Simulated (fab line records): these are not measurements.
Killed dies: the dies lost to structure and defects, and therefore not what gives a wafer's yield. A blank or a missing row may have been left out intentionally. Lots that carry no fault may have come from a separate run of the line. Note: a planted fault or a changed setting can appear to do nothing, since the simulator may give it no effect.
What tool caused it? | flow nand-harc | Sampling: 12 lots, 36 wafers, 6 of 1159 route steps

## WHAT THE GAUGES READ, wafer by wafer
NHARC_P_ZERO_WELL_CD_MEAS_52: target cd 2000 nm.
lot  | measured    | on        | cd-nm (nm)
L970 | day 1 23:55 | cd-sem-02 | 1997.6 2004.7 2002.1
L971 | day 2 05:29 | cd-sem-03 | 2000.0 2003.3 2001.4
L973 | day 2 17:55 | cd-sem-03 | 1931.5 1930.5 1930.2
L982 | day 4 23:36 | cd-sem-02 | 1999.9 2000.8 2000.1
L983 | day 5 05:38 | cd-sem-03 | 2001.3 2001.4 1996.5
L984 | day 5 11:54 | cd-sem-01 | 2001.7 1999.9 1997.3
L985 | day 5 17:29 | cd-sem-01 | 2000.7 2000.5 2001.9
L986 | day 5 23:46 | cd-sem-01 | 1995.5 2000.5 1996.4
L988 | day 6 11:59 | cd-sem-02 | 2000.7 1999.7 2001.9
L989 | day 6 17:40 | cd-sem-01 | 2001.4 2001.2 1995.4
L990 | day 6 23:53 | cd-sem-03 | 2001.0 1999.2 1996.3
L992 | day 7 11:40 | cd-sem-01 | 1999.9 2001.3 2000.8

NHARC_P_STI_CD_MEAS_16.
lot  | measured    | on        | cd-nm (nm)
L970 | day 2 20:08 | cd-sem-02 | 203.4 196.8 199.7
L971 | day 2 19:58 | cd-sem-01 | 201.7 199.5 197.0
L973 | day 3 12:40 | cd-sem-01 | 199.3 193.8 195.4
L982 | day 5 13:43 | cd-sem-03 | 197.4 201.1 195.5
L983 | day 6 02:27 | cd-sem-01 | 200.0 201.1 197.7
L984 | day 6 05:48 | cd-sem-02 | 198.3 198.0 200.7
L985 | day 6 11:50 | cd-sem-03 | 198.8 197.9 198.4
L986 | day 6 17:41 | cd-sem-02 | 201.0 200.5 197.9
L988 | day 7 09:10 | cd-sem-02 | 201.2 198.8 199.8
L989 | day 7 09:11 | cd-sem-01 | 199.3 196.2 199.7
L990 | day 7 18:04 | cd-sem-02 | 203.3 200.1 198.9
L992 | day 8 05:32 | cd-sem-01 | 201.2 198.8 196.7

NHARC_END_SORT_01.
lot  | measured     | on        | killed-at-array | killed-at-other | killed-at-periphery | killed-dies | killed-open | killed-short
L970 | day 19 14:13 | prober-01 | 34 28 33        | 1 0 0           | 1 5 0               | 36 33 33    | 5 3 4       | 2 2 1
L971 | day 19 21:58 | prober-02 | 20 15 26        | 0 0 0           | 8 5 5               | 28 20 31    | 1 1 3       | 0 2 2
L973 | day 20 15:15 | prober-02 | 35 33 38        | 0 1 3           | 3 0 1               | 38 34 42    | 6 4 2       | 1 1 2
L982 | day 21 22:44 | prober-01 | 17 18 26        | 1 0 0           | 5 7 0               | 23 25 26    | 8 3 3       | 2 2 1
L983 | day 23 03:17 | prober-01 | 14 18 14        | 3 0 2           | 1 2 3               | 18 20 19    | 4 1 3       | 0 2 2
L984 | day 23 11:52 | prober-01 | 36 27 40        | 0 0 1           | 5 1 6               | 41 28 47    | 5 3 6       | 0 2 2
L985 | day 23 19:43 | prober-01 | 29 27 40        | 1 1 1           | 3 4 1               | 33 32 42    | 6 5 1       | 0 4 0
L986 | day 23 21:08 | prober-02 | 15 13 20        | 0 1 0           | 2 3 1               | 17 17 21    | 6 2 5       | 1 3 2
L988 | day 24 14:41 | prober-01 | 21 31 20        | 0 1 0           | 1 4 6               | 22 36 26    | 1 9 7       | 1 6 2
L989 | day 24 05:48 | prober-02 | 31 26 26        | 1 0 0           | 3 5 2               | 35 31 28    | 2 4 2       | 5 1 2
L990 | day 24 05:01 | prober-01 | 28 18 21        | 0 1 0           | 3 0 3               | 31 19 24    | 2 2 6       | 2 2 1
L992 | day 25 00:04 | prober-01 | 25 31 22        | 0 0 0           | 7 7 7               | 32 38 29    | 4 3 2       | 0 2 2

## TOOL THAT RAN EACH LOT (tool first, then ch and the chambers of the sampled wafers, then the start)
lot  | NHARC_P_ZERO_WELL_DESCUM_13       | NHARC_P_ZERO_WELL_ETCH_65         | NHARC_P_ZERO_WELL_EXPOSE_49
L970 | rie-diel-03 ch 0,3, day 1 19:25   | rie-diel-03 ch 0,2, day 1 19:30   | krf-scanner-02 ch 0, day 1 23:45
L971 | rie-diel-10 ch 1,2,3, day 2 01:17 | rie-diel-10 ch 0,2,3, day 2 01:22 | krf-scanner-02 ch 0, day 2 05:20
L973 | rie-diel-03 ch 0,1, day 2 13:25   | rie-diel-03 ch 0,3, day 2 13:29   | krf-scanner-01 ch 0, day 2 17:45
L982 | rie-diel-03 ch 0,1,3, day 4 19:25 | rie-diel-03 ch 0,1,2, day 4 19:30 | krf-scanner-01 ch 0, day 4 23:26
L983 | rie-diel-11 ch 0,2,3, day 5 01:25 | rie-diel-11 ch 1,2,3, day 5 01:31 | krf-scanner-01 ch 0, day 5 05:29
L984 | rie-diel-03 ch 0,1,2, day 5 07:26 | rie-diel-03 ch 2,3, day 5 07:29   | krf-scanner-04 ch 0, day 5 11:44
L985 | rie-diel-11 ch 1,2,3, day 5 13:17 | rie-diel-11 ch 2,3, day 5 13:21   | krf-scanner-04 ch 0, day 5 17:20
L986 | rie-diel-03 ch 2,3, day 5 19:25   | rie-diel-03 ch 1,2,3, day 5 19:31 | krf-scanner-01 ch 0, day 5 23:37
L988 | rie-diel-03 ch 1,2,3, day 6 07:24 | rie-diel-03 ch 2,3, day 6 07:30   | krf-scanner-01 ch 0, day 6 11:50
L989 | rie-diel-11 ch 0,1, day 6 13:16   | rie-diel-11 ch 1,3, day 6 13:23   | krf-scanner-02 ch 0, day 6 17:31
L990 | rie-diel-11 ch 0,3, day 6 19:24   | rie-diel-11 ch 2,3, day 6 19:29   | krf-scanner-01 ch 0, day 6 23:44
L992 | rie-diel-11 ch 0,3, day 7 07:25   | rie-diel-11 ch 0,1,3, day 7 07:29 | krf-scanner-02 ch 0, day 7 11:31
- NHARC_P_ZERO_WELL_DESCUM_13: chemistry O2, time 3 s.
- NHARC_P_ZERO_WELL_ETCH_65: etches the open film in N2/H2, target depth 80 nm, overetch 24 nm, time 87.88 s.
- NHARC_P_ZERO_WELL_EXPOSE_49: exposes mask P HVPW, target cd 2000 nm.

## AS READ BY THE TOOLS THEMSELVES (means over the sampled wafers that have a number; for cases with no such wafer, the mark the record gives instead)
NHARC_P_ZERO_WELL_DESCUM_13.
lot  | tool        | drypump-motor-current-A (A) | mfc-ar-sccm (sccm) | o2-flow-sccm (sccm) | oes-product-au (a.u.) | rf-vpp-V (V) | showerhead-plenum-p-Torr (Torr) | throttle-valve-pct (%)
L970 | rie-diel-03 | 5.9                         | 0.015              | 200.4               | 1.013                 | 58.2         | 2.01                            | 11.316
L971 | rie-diel-10 | 5.3                         | 0.004              | 200.1               | 0.990                 | 58.1         | 1.92                            | 11.308
L973 | rie-diel-03 | 5.9                         | 0.008              | 199.8               | 1.011                 | 58.3         | 1.90                            | 11.314
L982 | rie-diel-03 | 6.0                         | 0.008              | 200.5               | 1.006                 | 58.5         | 1.92                            | 11.304
L983 | rie-diel-11 | 6.0                         | 0.007              | 200.2               | 0.995                 | 58.9         | 1.99                            | 11.315
L984 | rie-diel-03 | 5.7                         | 0.017              | 199.7               | 1.010                 | 58.1         | 1.95                            | 11.305
L985 | rie-diel-11 | 6.3                         | 0.003              | 199.8               | 0.995                 | 59.0         | 1.97                            | 11.315
L986 | rie-diel-03 | 5.7                         | 0.018              | 199.4               | 1.004                 | 57.7         | 1.93                            | 11.307
L988 | rie-diel-03 | 5.9                         | 0.009              | 200.2               | 1.002                 | 56.9         | 1.89                            | 11.309
L989 | rie-diel-11 | 5.5                         | 0.004              | 200.5               | 0.999                 | 58.6         | 2.01                            | 11.312
L990 | rie-diel-11 | 6.0                         | 0.004              | 200.0               | 0.995                 | 57.3         | 1.99                            | 11.314
L992 | rie-diel-11 | 6.0                         | 0.004              | 199.6               | 0.995                 | 58.6         | 1.99                            | 11.313

NHARC_P_ZERO_WELL_ETCH_65.
lot  | tool        | drypump-motor-current-A (A) | mfc-ar-sccm (sccm) | oes-product-au (a.u.) | rf-vpp-V (V) | showerhead-plenum-p-Torr (Torr) | throttle-valve-pct (%)
L970 | rie-diel-03 | 5.4                         | 0.026              | 1.006                 | 432.6        | 2.14                            | 14.172
L971 | rie-diel-10 | 5.4                         | 0.004              | 1.000                 | 430.7        | 2.04                            | 14.165
L973 | rie-diel-03 | 5.9                         | 0.015              | 1.018                 | 434.2        | 2.14                            | 14.162
L982 | rie-diel-03 | 5.7                         | 0.017              | 1.015                 | 431.4        | 2.08                            | 14.154
L983 | rie-diel-11 | 6.3                         | 0.003              | 0.989                 | 432.9        | 2.10                            | 14.169
L984 | rie-diel-03 | 6.0                         | 0.009              | 0.993                 | 429.8        | 2.03                            | 14.183
L985 | rie-diel-11 | 6.5                         | 0.006              | 0.990                 | 431.6        | 2.09                            | 14.182
L986 | rie-diel-03 | 5.9                         | 0.009              | 0.997                 | 430.0        | 2.01                            | 14.182
L988 | rie-diel-03 | 6.0                         | 0.009              | 0.982                 | 430.2        | 2.03                            | 14.175
L989 | rie-diel-11 | 6.1                         | 0.000              | 0.990                 | 432.1        | 2.11                            | 14.165
L990 | rie-diel-11 | 6.6                         | 0.003              | 1.000                 | 431.2        | 2.09                            | 14.175
L992 | rie-diel-11 | 5.8                         | 0.004              | 1.000                 | 433.1        | 2.13                            | 14.166

## THE ANSWER, worked out from the rows above alone
Rule: the lots themselves supply what counts as usual. The widest of any qualifying gaps counts: lots, ordered by their means at a reading, are off when they make up no more than a third of the lots, leave a main group of 4 or more, and stand apart from it by 3 or more times the standard deviation of that group's means. If all means in a main group match to the digits the tables above print for the reading, that group is not used. Also off: a lot with no number at a reading for which 4 or more lots have one. Where the step has rows for the other lots, those lots are counted as sound. The gauges are gone through in route order, then the tools' own readings, and for those a lot's mean is taken as printed above. At the first step where some lot is off, the reading lying furthest off is the one used; lots without a number count as furthest.
Off at NHARC_P_ZERO_WELL_CD_MEAS_52 (cd-nm): L973. Main group: mean 2000.1 nm, sd 1.2.
A tool fits if, at a process step before that reading, it ran every lot that is off, and no sound lot after the first of them. The gauges at NHARC_P_ZERO_WELL_CD_MEAS_52 are tried like those tools. Not one of the candidates tried fits.

## WHAT WAS PUT IN BY THE SIMULATOR
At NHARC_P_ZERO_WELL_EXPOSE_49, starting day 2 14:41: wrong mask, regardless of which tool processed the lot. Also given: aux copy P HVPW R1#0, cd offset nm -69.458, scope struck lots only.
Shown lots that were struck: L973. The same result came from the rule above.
